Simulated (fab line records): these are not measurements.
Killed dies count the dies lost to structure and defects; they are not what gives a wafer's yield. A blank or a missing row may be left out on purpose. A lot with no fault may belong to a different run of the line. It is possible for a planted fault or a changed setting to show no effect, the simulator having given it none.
Matching of chambers | flow n5-finfet | rie-diel-05 running N5_BEOL_M6_ETCH_72: 4 sister chambers
The step etches underlayer in N2/H2, target depth 6.5 nm, time 5.2 s. 16 wafers are shown with their chamber, then 8 later ones without.

## WAFERS, EACH WITH ITS CHAMBER
wafer  | chamber | etch-rf-on-time-s (s) | throttle-valve-pct (%) | showerhead-plenum-p-Torr (Torr)
L074.1 | 1       | 5.48                  | 17.94                  | 2.49
L074.2 | 3       | 5.20                  | 17.80                  | 2.41
L074.3 | 0       | 5.17                  | 17.83                  | 2.40
L079.2 | 0       | 5.13                  | 17.84                  | 2.39
L079.3 | 1       | 5.45                  | 17.95                  | 2.49
L079.6 | 2       | 5.27                  | 18.03                  | 2.63
L081.2 | 2       | 5.31                  | 18.03                  | 2.63
L081.5 | 3       | 5.14                  | 17.83                  | 2.40
L081.6 | 2       | 5.20                  | 18.05                  | 2.63
L084.4 | 2       | 5.25                  | 18.03                  | 2.63
L084.5 | 3       | 5.15                  | 17.82                  | 2.40
L084.6 | 2       | 5.20                  | 18.05                  | 2.63
L089.1 | 0       | 5.03                  | 17.44                  | 2.70
L089.5 | 2       | 5.23                  | 18.08                  | 2.62
L089.6 | 3       | 5.23                  | 17.85                  | 2.39
L090.1 | 0       | 5.02                  | 17.49                  | 2.70

SIGNATURES (averages over the wafers above)
reading                  | chamber 0 | chamber 1 | chamber 2 | chamber 3 | scatter within a chamber
etch-rf-on-time-s        | 5.0875    | 5.4650    | 5.2433    | 5.1800    | 0.0512
throttle-valve-pct       | 17.6500   | 17.9450   | 18.0450   | 17.8250   | 0.109
showerhead-plenum-p-Torr | 2.5475    | 2.4900    | 2.6283    | 2.4000    | 0.0882
Rule: a wafer lies at a distance from a chamber equal to the root of the sum of squares, over the readings, of (its reading less the chamber's mean, divided by the reading's scatter). If the next closest chamber is less than 2 further off than the closest, the wafer can't be placed; otherwise it belongs to the closest. How the scatter is found: for the shown wafers, subtract from each reading the mean of its chamber, square and add these, divide the total by (wafers less chambers), then take the root.

## WAFERS MISSING THEIR CHAMBER
wafer  | etch-rf-on-time-s (s) | throttle-valve-pct (%) | showerhead-plenum-p-Torr (Torr)
L090.2 | 5.12                  | 17.52                  | 2.47
L090.5 | 5.10                  | 17.51                  | 2.47
L096.2 | 5.14                  | 17.52                  | 2.47
L096.5 | 5.00                  | 17.47                  | 2.69
L096.6 | 5.01                  | 17.45                  | 2.71
L095.2 | 5.16                  | 17.48                  | 2.69
L095.3 | 5.28                  | 17.53                  | 2.47
L095.6 | 5.08                  | 17.48                  | 2.69

## EACH ONE'S CHAMBER
wafer  | from the rows above               | in truth
L090.2 | can't be placed: 0 or 3           | 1
L090.5 | can't be placed: 0 or 3           | 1
L096.2 | can't be placed: 0 or 3           | 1
L096.5 | 0                                 | 0
L096.6 | 0                                 | 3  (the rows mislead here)
L095.2 | can't be placed: 0 or 3           | 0
L095.3 | can't be placed: 3 or 0 or 2 or 1 | 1
L095.6 | 0                                 | 0
2 of 8 placed correctly. Can't be placed from these rows: 5 (the true chamber is among the candidates in 2). 1 placed wrongly.
